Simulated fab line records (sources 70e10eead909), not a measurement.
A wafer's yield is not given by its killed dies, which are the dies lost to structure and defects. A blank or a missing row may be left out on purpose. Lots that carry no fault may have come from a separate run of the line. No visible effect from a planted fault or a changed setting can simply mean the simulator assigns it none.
fab line records    flow nand_harc
[record] lots = 6  wafers = 18  last_day = 24
route steps=1159 shown A_CHANNEL_HOLE_D1@459 A_CHANNEL_FILL_D1@490 END@1159
lots that met no fault: from a run of the same line without faults
start_h: start of the lot's first displayed wafer, in hours after the record's first day    wait_h: time in hours since the lot's previous step    " same as the row above    L1.1+2: several wafers, shown together as one row    - no value present, or no start provided    * or withheld: withheld    < > ~ a bound
route shown NAME@n: a module of which the file shows steps, and the number in the route of the first    usual: mean/standard deviation taken from wafers without a fault    same: alike in all rows    chamber/n: place in a boat    sites: per-site readings    _std_site: how widely they spread, as a standard deviation    _edge_site: the outer-site mean with the inner-site mean subtracted    radius_mm: how far each site lies from the wafer's centre    mask NAME#n: copy n    behind: the last tool/chamber to shape the wafer    hold: reason for holding the lot/hours on hold/outcome of the hold    device: names the non-switching transistor (n, p or np)    end of line: the route-end tests of the same wafers    a step with no rows: only its recipe    killed: count of dies lost to structure and defects at first sort (not the wafer's yield)    map: shows each die of a wafer: x if killed, . if not, _ if none is there
set.NAME: the setting as run; set.NAME@STEP: as run at that earlier step    model.NAME: the simulator's own value behind a step, which no gauge read
a table for each step, a row for each wafer; lots at some steps of the route
services: from which hour (start_h, from the record's first day; less than 0 if before it) a tool's chamber was out of use, for how many hours, and why
[[steps]]
[step NHARC_A_CHANNEL_HOLE_D1_EXPOSE_07]
[recipe] na = 1.35  target_cd_nm = 100  sigma_outer = 0.3  dose_mj = 59.65  mask_id = HOLE_D1
[step NHARC_A_CHANNEL_HOLE_D1_PEB_08]
[recipe] peb_temp_c = 100  peb_time_s = 65
[step NHARC_A_CHANNEL_HOLE_D1_DEVELOP_09]
[recipe] develop_time_s = 35  dev_temp_c = 23
[step NHARC_A_CHANNEL_HOLE_D1_CD_MEAS_10]
[recipe] target_cd_nm = 100  landing_energy_ev = 500
[usual] cd_nm = 99.8/0.47
lot.wafer  tool       chamber  start_h  wait_h  cd_nm
L182.1     cd_sem-03  0        191.21   -       99.4
L182.2     "          0        "        "       100.1
L182.4     "          0        "        "       99.2
L184.1     cd_sem-01  0        206.19   -       99.2
L184.2     "          0        "        "       98.8
L184.3     "          0        "        "       99.4
L187.2     cd_sem-03  0        222.54   -       99.6
L187.3     "          0        "        "       100.1
L187.4     "          0        "        "       100.3
L190.1     cd_sem-03  0        228.99   -       100.1
L190.5     "          0        "        "       99.7
L190.6     "          0        "        "       99.8
L193.3     cd_sem-02  0        254.58   -       99.9
L193.5     "          0        "        "       100.4
L193.6     "          0        "        "       99.4
L200.3     cd_sem-02  0        298.08   -       99.6
L200.4     "          0        "        "       100.1
L200.6     "          0        "        "       100.4
[step NHARC_A_CHANNEL_HOLE_D1_OVL_MEAS_11]
[usual] overlay_x_nm = -0.1/0.94  overlay_y_nm = 0.2/0.93
lot.wafer  tool        chamber  start_h  wait_h  overlay_x_nm  overlay_y_nm
L182.1     overlay-02  -        191.30   -       -1.0          0.7
L182.2     "           -        "        "       -1.4          1.3
L182.4     "           -        "        "       -1.0          1.2
L184.1     overlay-01  -        206.28   -       0.6           2.7
L184.2     "           -        "        "       0.5           2.4
L184.3     "           -        "        "       1.1           2.9
L187.2     overlay-01  -        222.63   -       -0.2          -1.2
L187.3     "           -        "        "       0.3           -1.1
L187.4     "           -        "        "       -0.3          -1.3
L190.1     overlay-02  -        229.08   -       -0.8          0.3
L190.5     "           -        "        "       -0.8          0.2
L190.6     "           -        "        "       -0.4          0.7
L193.3     overlay-02  -        254.67   -       0.4           -0.3
L193.5     "           -        "        "       0.2           -0.9
L193.6     "           -        "        "       0.4           -0.3
L200.3     overlay-01  -        298.16   -       0.4           -0.2
L200.4     "           -        "        "       0.3           0.1
L200.6     "           -        "        "       0.1           -0.1
[step NHARC_A_CHANNEL_HOLE_D1_INSPECT_12]
[usual] raw_defect_count = 5.7/2.8
lot.wafer  tool               chamber  start_h  wait_h  raw_defect_count
L182.1     defect_inspect-02  -        191.34   0.0     9
L182.2     "                  -        "        "       3
L182.4     "                  -        "        "       5
L184.1     defect_inspect-02  -        206.33   0.1     6
L184.2     "                  -        "        "       6
L184.3     "                  -        "        "       10
L187.2     defect_inspect-01  -        222.67   0.0     6
L187.3     "                  -        "        "       13
L187.4     "                  -        "        "       8
L190.1     defect_inspect-02  -        229.12   0.0     6
L190.5     "                  -        "        "       5
L190.6     "                  -        "        "       2
L193.3     defect_inspect-01  -        254.70   0.0     4
L193.5     "                  -        "        "       12
L193.6     "                  -        "        "       4
L200.3     defect_inspect-02  -        298.20   0.0     6
L200.4     "                  -        "        "       6
L200.6     "                  -        "        "       7
[step NHARC_A_CHANNEL_HOLE_D1_DESCUM_15]
[recipe] time_s = 3  o2_flow_sccm = 200  ar_flow_sccm = 0  bias_power_w = 0  chemistry = O2
[step NHARC_A_CHANNEL_HOLE_D1_ETCH_38]
[recipe] target_depth_a = 390  over_etch_frac = 0.3  time_s = 65  ion_energy_ev = 80  cf4_flow_sccm = 150  ar_flow_sccm = 0  rf_w = 300  bias_w = 100  chemistry = CF4
[usual] drypump_motor_current_A = 5.7/0.45  oes_product_au = 1.001/0.0094  rf_vpp_V = 151.2/1.2  showerhead_plenum_p_Torr = 1.77/0.07  throttle_valve_pct = 13.285/0.0089
lot.wafer  tool         chamber  start_h  wait_h  drypump_motor_current_A  oes_product_au  rf_hours_counter_h  rf_vpp_V  showerhead_plenum_p_Torr  throttle_valve_pct
L182.2     rie_diel-07  1        191.48   0.1     5.9                      1.007           8                   152.1     1.86                      13.281
L182.4     "            3        "        "       6.1                      0.988           9                   151.0     1.72                      13.285
L182.1     "            0        "        "       6.7                      1.007           9                   151.0     1.78                      13.293
L184.3     rie_diel-07  3        206.47   0.1     6.1                      0.993           10                  150.3     1.72                      13.283
L184.1     "            1        "        "       5.9                      0.993           10                  151.2     1.86                      13.308
L184.2     "            2        "        "       6.3                      0.990           11                  153.2     1.84                      13.266
L187.4     rie_diel-05  0        222.81   0.1     5.2                      0.999           3                   152.2     1.85                      13.277
L187.3     "            1        "        "       5.6                      0.997           3                   151.2     1.75                      13.289
L187.2     "            3        "        "       5.4                      1.006           3                   150.4     1.77                      13.283
L190.1     rie_diel-06  2        229.27   0.1     5.7                      0.997           13                  150.1     1.69                      13.294
L190.6     "            1        "        "       6.0                      0.999           -                   150.7     1.65                      13.296
L190.5     "            2        "        "       5.6                      1.002           -                   151.5     1.69                      13.271
L193.3     rie_diel-06  1        254.86   0.1     6.0                      1.003           0                   151.5     1.65                      13.299
L193.6     "            3        "        "       5.0                      1.000           -                   149.6     1.66                      13.274
L193.5     "            0        "        "       5.9                      1.003           -                   152.0     1.84                      13.274
L200.4     rie_diel-06  0        298.34   0.1     5.9                      1.010           3                   150.3     1.84                      13.286
L200.3     "            1        "        "       6.0                      1.001           3                   148.9     1.65                      13.270
L200.6     "            1        "        "       6.0                      0.993           -                   152.0     1.65                      13.280
[step NHARC_A_CHANNEL_HOLE_D1_ETCH_39]
[recipe] target_depth_a = 2600  over_etch_frac = 0.3  time_s = 325  ion_energy_ev = 200  n2_flow_sccm = 150  h2_flow_sccm = 150  ar_flow_sccm = 0  rf_w = 400  bias_w = 150  chemistry = N2/H2
[usual] drypump_motor_current_A = 5.7/0.43  oes_product_au = 1.001/0.011  rf_vpp_V = 430.5/2.7  showerhead_plenum_p_Torr = 2.04/0.09  throttle_valve_pct = 14.171/0.0089
lot.wafer  tool         chamber  start_h  wait_h  drypump_motor_current_A  oes_product_au  rf_hours_counter_h  rf_vpp_V  showerhead_plenum_p_Torr  throttle_valve_pct
L182.4     rie_diel-07  0        -        -       6.8                      1.007           9                   432.2     2.05                      14.161
L182.1     "            2        "        "       6.3                      0.988           10                  433.8     2.14                      14.166
L182.2     "            3        "        "       6.1                      0.997           9                   428.8     1.98                      14.167
L184.1     rie_diel-07  1        -        -       5.9                      0.997           10                  435.0     2.16                      14.169
L184.3     "            3        "        "       6.1                      0.980           10                  428.1     1.98                      14.163
L184.2     "            0        "        "       6.6                      1.002           10                  430.7     2.05                      14.180
L187.4     rie_diel-05  2        -        -       5.5                      1.010           3                   431.5     2.06                      14.182
L187.2     "            3        "        "       5.4                      1.015           3                   431.2     2.04                      14.166
L187.3     "            0        "        "       5.2                      1.008           3                   432.5     2.14                      14.160
L190.1     rie_diel-06  2        -        -       5.6                      1.003           13                  428.9     1.94                      14.177
L190.6     "            1        "        "       6.1                      0.998           -                   426.6     1.89                      14.164
L190.5     "            2        "        "       5.6                      0.999           -                   427.1     1.94                      14.175
L193.3     rie_diel-06  1        -        -       6.0                      0.998           0                   426.9     1.89                      14.180
L193.6     "            2        "        "       5.7                      0.983           -                   427.1     1.94                      14.157
L193.5     "            3        "        "       5.1                      1.011           -                   425.4     1.90                      14.175
L200.3     rie_diel-06  0        -        -       5.9                      1.010           4                   432.9     2.13                      14.169
L200.4     "            2        "        "       5.7                      1.004           4                   426.3     1.94                      14.172
L200.6     "            1        "        "       6.0                      1.004           -                   426.3     1.89                      14.180
[step NHARC_A_CHANNEL_HOLE_D1_ETCH_34]
[recipe] target_depth_a = 1540  time_s = 77  cf4_flow_sccm = 100  chf3_flow_sccm = 30  ar_flow_sccm = 0  rf_w = 500  bias_w = 200  chemistry = CF4/CHF3
[step NHARC_A_CHANNEL_HOLE_D1_ETCH_16]
[recipe] target_depth_a = 31000  over_etch_frac = 0.3  time_s = 806  ion_energy_ev = 150  o2_flow_sccm = 400  cos_flow_sccm = 20  ar_flow_sccm = 0  rf_w = 500  bias_w = 300  chemistry = O2/COS
[step NHARC_A_CHANNEL_HOLE_D1_CD_MEAS_18]
[usual] cd_nm = 98.8/2.1
lot.wafer  tool       chamber  start_h  wait_h  cd_nm
L182.1     cd_sem-01  -        192.52   -       96.4
L182.2     "          -        "        "       97.4
L182.4     "          -        "        "       99.1
L184.1     cd_sem-01  -        207.89   -       98.8
L184.2     "          -        "        "       97.9
L184.3     "          -        "        "       96.7
L187.2     cd_sem-03  -        223.84   -       98.2
L187.3     "          -        "        "       96.5
L187.4     "          -        "        "       97.3
L190.1     cd_sem-02  -        230.29   -       103.1
L190.5     "          -        "        "       99.2
L190.6     "          -        "        "       97.8
L193.3     cd_sem-01  -        255.87   -       101.1
L193.5     "          -        "        "       100.6
L193.6     "          -        "        "       101.5
L200.3     cd_sem-01  -        299.81   -       99.1
L200.4     "          -        "        "       101.0
L200.6     "          -        "        "       99.4
[step NHARC_A_CHANNEL_HOLE_D1_ETCH_19]
[recipe] bias_v = 1200  source_w = 2500  pressure_mtorr = 15  time_s = 34.5  ar_flow_sccm = 375  c4f8_flow_sccm = 28.8  o2_flow_sccm = 96.2  temp_c = -20  target_depth_a = *  chemistry = C4F8/O2/Ar
[usual] drypump_motor_current_A = 5.3/0.31  showerhead_plenum_p_Torr = 3.77/0.096  throttle_valve_pct = 37.038/0.0086
lot.wafer  tool         chamber  start_h  wait_h  drypump_motor_current_A  rf_hours_counter_h  showerhead_plenum_p_Torr  throttle_valve_pct
L182.1     har_etch-02  0        192.59   0.1     5.6                      108                 3.65                      37.044
L182.2     "            1        "        "       5.5                      108                 3.87                      37.041
L182.4     "            1        "        "       5.5                      -                   3.87                      37.023
L184.2     har_etch-01  1        207.96   0.1     5.4                      202                 3.87                      37.033
L184.1     "            0        "        "       4.8                      202                 3.74                      37.025
L184.3     "            1        "        "       5.4                      -                   3.87                      37.036
L187.2     har_etch-02  1        223.93   0.1     5.5                      124                 3.86                      37.037
L187.3     "            0        "        "       5.6                      -                   3.64                      37.047
L187.4     "            1        "        "       5.5                      -                   3.86                      37.043
L190.1     har_etch-02  1        230.36   0.1     5.5                      128                 3.86                      37.038
L190.5     "            1        "        "       5.5                      -                   3.86                      37.043
L190.6     "            0        "        "       5.6                      -                   3.64                      37.030
L193.3     har_etch-02  0        255.99   0.1     5.6                      -                   3.63                      37.031
L193.6     "            1        "        "       5.4                      -                   3.86                      37.022
L193.5     "            0        "        "       5.6                      -                   3.63                      37.046
L200.3     har_etch-01  0        299.91   0.1     4.8                      -                   3.72                      37.034
L200.4     "            1        "        "       5.4                      -                   3.84                      37.042
L200.6     "            0        "        "       4.8                      -                   3.72                      37.044
[step NHARC_A_CHANNEL_HOLE_D1_ETCH_20]
[recipe] bias_v = 3000  source_w = withheld  pressure_mtorr = 20  time_s = 361.9  ar_flow_sccm = 375  c4f8_flow_sccm = 89.3  o2_flow_sccm = 35.7  temp_c = -20  target_depth_a = 16000  chemistry = C4F8/O2/Ar
[step NHARC_A_CHANNEL_HOLE_D1_ETCH_21]
[recipe] bias_v = 3000  source_w = withheld  pressure_mtorr = 20  time_s = 514.3  ar_flow_sccm = 375  c4f8_flow_sccm = 89.3  o2_flow_sccm = 35.7  temp_c = -20  target_depth_a = 16000  chemistry = C4F8/O2/Ar
[usual] drypump_motor_current_A = 5.3/0.31  showerhead_plenum_p_Torr = 3.72/0.092  throttle_valve_pct = 32.155/0.0097
lot.wafer  tool         chamber  start_h  wait_h  drypump_motor_current_A  rf_hours_counter_h  showerhead_plenum_p_Torr  throttle_valve_pct
L182.1     har_etch-02  0        193.02   0.3     5.6                      109                 3.61                      32.159
L182.2     "            1        "        "       5.4                      109                 3.82                      32.163
L182.4     "            1        "        "       5.5                      -                   3.82                      32.161
L184.2     har_etch-01  1        208.39   0.3     5.4                      203                 3.82                      32.150
L184.1     "            0        "        "       4.8                      203                 3.70                      32.156
L184.3     "            1        "        "       5.4                      -                   3.82                      32.151
L187.2     har_etch-02  1        224.41   0.3     5.5                      125                 3.81                      32.159
L187.3     "            0        "        "       5.6                      -                   3.60                      32.149
L187.4     "            1        "        "       5.5                      -                   3.81                      32.151
L190.1     har_etch-02  1        230.79   0.3     5.5                      129                 3.81                      32.168
L190.5     "            1        "        "       5.5                      -                   3.81                      32.153
L190.6     "            0        "        "       5.6                      -                   3.60                      32.139
L193.3     har_etch-02  0        256.58   0.3     5.6                      -                   3.59                      32.161
L193.6     "            1        "        "       5.5                      -                   3.81                      32.166
L193.5     "            0        "        "       5.6                      -                   3.59                      32.159
L200.3     har_etch-01  0        300.45   0.3     4.8                      -                   3.68                      32.160
L200.4     "            1        "        "       5.4                      -                   3.79                      32.185
L200.6     "            0        "        "       4.8                      -                   3.68                      32.147
[step NHARC_A_CHANNEL_HOLE_D1_ETCH_22]
[recipe] bias_v = 3000  source_w = withheld  pressure_mtorr = 20  time_s = 666.7  ar_flow_sccm = 375  c4f8_flow_sccm = 89.3  o2_flow_sccm = 35.7  temp_c = -20  target_depth_a = 16000  chemistry = C4F8/O2/Ar
[step NHARC_A_CHANNEL_HOLE_D1_ETCH_23]
[recipe] bias_v = 5000  source_w = withheld  pressure_mtorr = 20  time_s = 819  ar_flow_sccm = 375  c4f8_flow_sccm = 89.3  o2_flow_sccm = 35.7  temp_c = -20  target_depth_a = 16000  chemistry = C4F8/O2/Ar
[usual] drypump_motor_current_A = 5.3/0.31  showerhead_plenum_p_Torr = 3.72/0.092  throttle_valve_pct = 32.154/0.008
lot.wafer  tool         chamber  start_h  wait_h  drypump_motor_current_A  rf_hours_counter_h  showerhead_plenum_p_Torr  throttle_valve_pct
L182.1     har_etch-02  0        194.03   0.5     5.6                      110                 3.61                      32.158
L182.2     "            1        "        "       5.5                      110                 3.82                      32.176
L182.4     "            1        "        "       5.5                      -                   3.82                      32.163
L184.2     har_etch-01  1        209.39   0.5     5.4                      204                 3.82                      32.154
L184.1     "            0        "        "       4.8                      204                 3.70                      32.152
L184.3     "            1        "        "       5.4                      -                   3.82                      32.149
L187.2     har_etch-02  1        225.46   0.5     5.5                      126                 3.81                      32.143
L187.3     "            0        "        "       5.6                      -                   3.60                      32.147
L187.4     "            1        "        "       5.5                      -                   3.81                      32.135
L190.1     har_etch-02  1        231.80   0.5     5.5                      130                 3.81                      32.143
L190.5     "            1        "        "       5.5                      -                   3.81                      32.155
L190.6     "            0        "        "       5.6                      -                   3.60                      32.164
L193.3     har_etch-02  0        257.73   0.5     5.6                      -                   3.59                      32.151
L193.6     "            1        "        "       5.5                      -                   3.81                      32.167
L193.5     "            0        "        "       5.6                      -                   3.59                      32.165
L200.3     har_etch-01  0        301.55   0.5     4.7                      -                   3.68                      32.147
L200.4     "            1        "        "       5.4                      -                   3.79                      32.158
L200.6     "            0        "        "       4.8                      -                   3.68                      32.154
[step NHARC_A_CHANNEL_HOLE_D1_ETCH_24]
[recipe] bias_v = 5000  source_w = withheld  pressure_mtorr = 20  time_s = 906.2  ar_flow_sccm = 375  c4f8_flow_sccm = 93.8  o2_flow_sccm = 31.2  temp_c = -20  target_depth_a = 15000  chemistry = C4F8/O2/Ar
[step NHARC_A_CHANNEL_HOLE_D1_ETCH_25]
[recipe] bias_v = 5000  source_w = withheld  pressure_mtorr = 20  time_s = 1040.2  ar_flow_sccm = 375  c4f8_flow_sccm = 93.8  o2_flow_sccm = 31.2  temp_c = -20  target_depth_a = 15000  chemistry = C4F8/O2/Ar
[step NHARC_A_CHANNEL_HOLE_D1_ETCH_26]
[recipe] bias_v = 300  source_w = 2000  pressure_mtorr = 30  time_s = 224.1  ar_flow_sccm = 375  c4f8_flow_sccm = 11.4  o2_flow_sccm = 113.6  temp_c = -20  target_depth_a = 3000  chemistry = C4F8/O2/Ar
[step NHARC_A_CHANNEL_HOLE_D1_ETCH_33]
[recipe] bias_v = 400  source_w = 2000  pressure_mtorr = 25  time_s = 90  ar_flow_sccm = 375  c4f8_flow_sccm = 41.7  o2_flow_sccm = 83.3  temp_c = -20  target_depth_a = 4000  chemistry = C4F8/O2/Ar
[step NHARC_A_CHANNEL_HOLE_D1_STRIP_41]
[recipe] n2_flow_sccm = 150  h2_flow_sccm = 150  ar_flow_sccm = 0  bias_w = 0  chemistry = N2/H2
[step NHARC_A_CHANNEL_HOLE_D1_STRIP_42]
[recipe] cf4_flow_sccm = 100  chf3_flow_sccm = 30  ar_flow_sccm = 0  bias_w = 0  chemistry = CF4/CHF3
[step NHARC_A_CHANNEL_HOLE_D1_STRIP_43]
[recipe] o2_flow_sccm = 400  cos_flow_sccm = 20  ar_flow_sccm = 0  bias_w = 0  chemistry = O2/COS
[step NHARC_A_CHANNEL_HOLE_D1_ETCH_44]
[recipe] target_depth_a = 1400  overetch_a = 140  time_s = 77  ion_energy_ev = 100  cf4_flow_sccm = 80  o2_flow_sccm = 20  ar_flow_sccm = 0  rf_w = 300  bias_w = 100  chemistry = CF4/O2
[step NHARC_A_CHANNEL_HOLE_D1_STRIP_27]
[recipe] o2_flow_sccm = 500  ar_flow_sccm = 0  bias_w = 0  chemistry = O2
[step NHARC_A_CHANNEL_HOLE_D1_PRECLEAN_28]
[recipe] time_s = *  temp_c = 50  bath_age_min = 0  chemistry = SC1
[step NHARC_A_CHANNEL_HOLE_D1_SRD_29]
[step NHARC_A_CHANNEL_HOLE_D1_CD_MEAS_30]
[usual] cd_nm = 89.9/1.3
lot.wafer  tool       chamber  start_h  wait_h  cd_nm
L182.1     cd_sem-01  -        198.26   -       90.0
L182.2     "          -        "        "       89.1
L182.4     "          -        "        "       90.0
L184.1     cd_sem-02  -        213.47   -       88.7
L184.2     "          -        "        "       87.5
L184.3     "          -        "        "       90.2
L187.2     cd_sem-02  -        229.44   -       90.9
L187.3     "          -        "        "       89.2
L187.4     "          -        "        "       92.8
L190.1     cd_sem-03  -        235.88   -       88.2
L190.5     "          -        "        "       91.1
L190.6     "          -        "        "       88.8
L193.3     cd_sem-03  -        261.49   -       89.5
L193.5     "          -        "        "       89.4
L193.6     "          -        "        "       92.2
L200.3     cd_sem-02  -        305.40   -       89.0
L200.4     "          -        "        "       88.2
L200.6     "          -        "        "       89.9
[step NHARC_A_CHANNEL_HOLE_D1_XSEM_31]
[recipe] landing_energy_ev = 35000
[usual] bot_cd_nm = 74.3/1.4  bow_nm = 8.65/0.23  tilt_deg = 0.09/0.037
lot.wafer  tool     chamber  start_h  wait_h  bot_cd_nm  bow_nm  tilt_deg
L182.1     xsem-02  0        198.35   0.1     74.1       8.90    0.10
L182.2     "        0        "        "       73.5       8.83    0.11
L182.4     "        0        "        "       75.0       8.76    0.11
L184.1     xsem-01  0        213.56   0.1     74.2       8.44    0.04
L184.2     "        0        "        "       72.6       8.46    0.04
L184.3     "        0        "        "       73.9       8.41    0.04
L187.2     xsem-02  0        229.53   0.1     73.7       8.69    0.08
L187.3     "        0        "        "       72.2       8.54    0.08
L187.4     "        0        "        "       75.9       8.61    0.08
L190.1     xsem-02  0        235.97   0.1     73.2       8.04    0.09
L190.5     "        0        "        "       75.1       8.05    0.09
L190.6     "        0        "        "       73.2       8.03    0.09
L193.3     xsem-02  0        261.58   0.1     73.1       8.66    0.13
L193.5     "        0        "        "       73.9       8.61    0.13
L193.6     "        0        "        "       76.4       8.51    0.12
L200.3     xsem-01  0        305.49   0.1     74.4       8.27    0.07
L200.4     "        0        "        "       73.6       8.31    0.07
L200.6     "        0        "        "       74.8       8.20    0.06
[step NHARC_A_CHANNEL_HOLE_D1_INSPECT_40]
[usual] raw_defect_count = 61/18
lot.wafer  tool               chamber  start_h  wait_h  raw_defect_count
L182.1     defect_inspect-02  -        198.45   -       43
L182.2     "                  -        "        "       55
L182.4     "                  -        "        "       42
L184.1     defect_inspect-01  -        213.65   -       77
L184.2     "                  -        "        "       67
L184.3     "                  -        "        "       86
L187.2     defect_inspect-01  -        229.63   -       67
L187.3     "                  -        "        "       81
L187.4     "                  -        "        "       76
L190.1     defect_inspect-01  -        236.07   -       802
L190.5     "                  -        "        "       805
L190.6     "                  -        "        "       710
L193.3     defect_inspect-02  -        261.67   -       801
L193.5     "                  -        "        "       737
L193.6     "                  -        "        "       767
L200.3     defect_inspect-01  -        305.58   -       63
L200.4     "                  -        "        "       65
L200.6     "                  -        "        "       86
[step NHARC_A_CHANNEL_FILL_D1_PRECLEAN_00]
[recipe] time_s = *  temp_c = 50  bath_age_min = 0  chemistry = SC1
[step NHARC_END_SORT_01]
[recipe] temp_c = 25
[usual] killed_at_array = 29/13  killed_at_other = 0.7/1  killed_at_periphery = 3.2/2.3  killed_dies = 33/13  killed_open = 3.3/1.7  killed_short = 2.0/1.5
[same] gross_dies = 677
lot.wafer  tool       chamber  start_h  wait_h  killed_at_array  killed_at_other  killed_at_periphery  killed_dies  killed_open  killed_short
L190.1     prober-01  0        505.67   2.5     64               1                4                    69           4            1
L190.5     prober-01  0        508.90   3.7     55               1                13                   69           2            3
L190.6     prober-01  0        509.70   4.0     109              1                3                    113          2            1
L193.3     prober-02  0        515.02   3.1     110              0                3                    113          3            0
L193.5     prober-02  0        516.61   3.7     100              0                4                    104          3            1
L193.6     prober-02  0        517.41   4.0     55               1                5                    61           3            3
// killed by level:class
L190.1 A_CHANNEL_HOLE_D1:unspecified=40 A_STAIRCASE:chamber_film_flake=9 A_BLC:chamber_film_flake=5 P_ZERO_WELL:chamber_film_flake=2 P_M1:chamber_film_flake=2 A_BONDPAD:chamber_film_flake=2 A_WL_FILL:chamber_film_flake=2 A_ONON_D1:geometric_particle:open=1
L190.5 A_CHANNEL_HOLE_D1:unspecified=41 P_ZERO_WELL:chamber_film_flake=7 P_M1:chamber_film_flake=4 A_STAIRCASE:chamber_film_flake=4 A_CONTACT:chamber_film_flake=3 P_CONTACT:geometric_particle:open=1 A_SOURCE_PLATE:geometric_particle:short=1 A_CHANNEL_FILL_D1:geometric_particle:open=1
L190.6 A_CHANNEL_HOLE_D1:unspecified=91 A_STAIRCASE:chamber_film_flake=6 A_BLC:chamber_film_flake=3 A_BONDPAD:chamber_film_flake=3 A_WL_FILL:chamber_film_flake=2 A_CONTACT:chamber_film_flake=2 P_CONTACT:geometric_particle:open=1 A_SGD_CUT:geometric_particle:short=1
L193.3 A_CHANNEL_HOLE_D1:unspecified=100 A_CONTACT:geometric_particle:open=2 P_GATE:chamber_film_flake=2 A_ZERO_WELL:chamber_film_flake=2 A_M1:geometric_particle:open=1 P_STI:chamber_film_flake=1 A_CHANNEL_HOLE_D1:chamber_film_flake=1 A_STAIRCASE:chamber_film_flake=1
L193.5 A_CHANNEL_HOLE_D1:unspecified=87 A_CHANNEL_HOLE_D1:chamber_film_flake=4 A_BLC:chamber_film_flake=4 A_CONTACT:geometric_particle:open=3 P_STI:geometric_particle:short=1 P_STI:chamber_film_flake=1 P_GATE:chamber_film_flake=1 P_M1:chamber_film_flake=1
L193.6 A_CHANNEL_HOLE_D1:unspecified=42 A_BLC:chamber_film_flake=4 P_STI:chamber_film_flake=3 A_CONTACT:chamber_film_flake=3 A_STAIRCASE:chamber_film_flake=2 P_M0:geometric_particle:short=1 A_ONON_D1:geometric_particle:open=1 A_SGD_CUT:geometric_particle:short=1
// map L190.6 (x killed, . not)
____________x____________
_________......._________
_______.......x..._______
______.......x.....______
_____..............._____
____.................____
____xx..........x....____
___..........x........___
___............x.x....___
__............xxxxx..x.__
__.x...........xxxxxx..__
_..........x.xxxxxxx...._
_...........xxxxxxxxx..._
_............xxxxxxxx..._
_...x........xxxxxxxx..._
_...........xxxxxxxxx.x._
......x.....xxxxxxxx..x..
....x.....x...xxxxxx.x...
...........xxxxxxxxxx....
.....x.........xxxxx.....
....x.........x.xx.......
_....x.x.........x......_
_......................._
_......x................_
_..................x...._
_............x.........._
__.....................__
__.....................__
___..........x........___
___...................___
____.....x...........____
____.................____
_____..............._____
______.............______
_______..........._______
_________......._________
____________.____________
// map L193.3 (x killed, . not)
____________.____________
_________......._________
_______..........._______
______.............______
_____..............._____
____.................____
____.................____
___............x......___
___...........xx..xx..___
__............xxxxx.x..__
__...........x.xxxxx...__
_..........x.xxxxxx.x..._
_..........xxxxxxxxxx..._
_...........xxxxxxxx...._
_........x.xxxxxxxxxxx.._
_............xxxxxxxx.x._
.............xxxxxxxx....
.....x......xxxxxxxxxxx..
.............xxxxxxxx....
............x.xxxxxxx....
..............x.xx.......
_......................._
_.................x....._
_..........x............_
_.x....................._
_......................._
__....................x__
__.....................__
___................x..___
___...................___
____.........x.......____
____.................____
_____......x........_____
______..........x..______
_______.........xx_______
_________......._________
____________.____________
[[services]]
tool         chamber  start_h  hours  kind
rie_diel-06  0        171.20   -      clean
rie_diel-06  1        171.20   -      clean
rie_diel-06  2        171.20   -      clean
rie_diel-06  3        171.20   -      clean
xsem-01      -        184.56   0.6    repair
rie_diel-06  0        195.70   -      clean
rie_diel-06  1        195.70   -      clean
rie_diel-06  2        195.70   -      clean
rie_diel-06  3        195.70   -      clean
rie_diel-06  3        197.03   5.0    repair
rie_diel-06  0        220.20   -      clean
rie_diel-06  1        220.20   -      clean
rie_diel-06  2        220.20   -      clean
rie_diel-06  3        220.20   -      clean
rie_diel-07  -        228.20   9.0    pm
rie_diel-06  -        241.20   9.0    pm
rie_diel-06  0        241.20   9.0    vent_cycle
rie_diel-06  1        241.20   9.0    vent_cycle
rie_diel-06  2        241.20   9.0    vent_cycle
rie_diel-06  3        241.20   9.0    vent_cycle
rie_diel-06  0        250.20   -      clean
rie_diel-06  1        250.20   -      clean
rie_diel-05  -        282.34   1.2    repair
xsem-02      -        302.00   14.0   pm
[[key]]
[first_sign] step = NHARC_A_CHANNEL_HOLE_D1_INSPECT_40  reading = raw_defect_count  direction = up  sigmas = 39  usual = 61  struck = 770
[effect] step = NHARC_END_SORT_01  reading = killed_dies  direction = up  sigmas = 4.3  usual = 33  struck = 88
[more_kills_born_at] NHARC_A_CHANNEL_HOLE_D1_ETCH_19@har_etch-02 = 379
met_at NHARC_A_CHANNEL_HOLE_D1_ETCH_19
struck_wafers L190.1,L190.5,L190.6,L193.3,L193.5,L193.6
tester_left_out L190,L193
onset_between 223.93 230.36
also_fits NHARC_A_CHANNEL_HOLE_D1_ETCH_21:har_etch-02,NHARC_A_CHANNEL_HOLE_D1_ETCH_23:har_etch-02,NHARC_A_CHANNEL_HOLE_D1_XSEM_31:xsem-02
[fault] kind = chamber_particle_source  tool = har_etch-02  chamber = -  onset_h = 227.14  steps = NHARC_A_CHANNEL_HOLE_D1_ETCH_19  rate_per_visit_cm2 = 1.1106  end_h = 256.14
// tester_left_out: of these lots the tester's yield and bins aren't shown, on N5 and GAA mostly nor the transistor test; their killed dies are dies lost to structure and defects alone, not to doping, threshold or leakage, so they don't give the yield
